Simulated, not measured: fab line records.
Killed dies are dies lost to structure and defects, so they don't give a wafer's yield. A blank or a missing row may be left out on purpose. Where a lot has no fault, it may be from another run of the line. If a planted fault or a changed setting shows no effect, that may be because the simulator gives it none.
Chamber matching	flow nand-harc	4 sister chambers for NHARC_A_STAIRCASE_DESCUM_291 on rie-diel-08
The step chemistry O2, time 3 s. 8 wafers are shown with their chamber, then 8 later ones without.

WAFERS PAIRED WITH THEIR CHAMBERS
wafer	chamber	showerhead-plenum-p-Torr (Torr)	oes-product-au (a.u.)
L084.1	1	1.94	1.009
L084.2	2	1.89	1.010
L086.5	3	1.79	0.982
L086.6	0	1.90	1.001
L090.1	3	1.78	0.988
L090.2	0	1.90	1.008
L090.4	2	1.88	1.007
L095.1	1	1.93	1.016

WAFERS MISSING THEIR CHAMBER
wafer	showerhead-plenum-p-Torr (Torr)	oes-product-au (a.u.)
L095.3	1.90	1.019
L095.4	1.78	1.004
L096.1	1.93	1.003
L096.3	1.78	0.988
L096.5	1.93	1.001
L097.3	1.78	0.997
L097.4	1.89	1.024
L097.5	1.78	0.999

CHAMBER TAKEN BY EACH
wafer	from the rows above	in truth
L095.3	can't be placed: 0 or 2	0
L095.4	3	3
L096.1	1	1
L096.3	3	3
L096.5	1	1
L097.3	3	3
L097.4	can't be placed: 2 or 0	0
L097.5	3	3
Correctly placed: 6 of 8. Not placeable from these rows: 2 (in 2, the candidates include the true chamber). Placed wrongly: 0.
How it was worked out, from the rows above alone: a wafer's distance from a chamber is the root of the sum, over the readings, of the square of ((its reading less the chamber's mean) divided by the reading's scatter). If the next closest chamber is less than 2 further off than the closest, the wafer can't be placed; otherwise it belongs to the closest. For every chamber, the mean is computed from those of its wafers that are shown. The scatter is the square root of a quotient: the sum, over the shown wafers, of each reading's squared deviation from its chamber's mean, divided by wafers minus chambers.
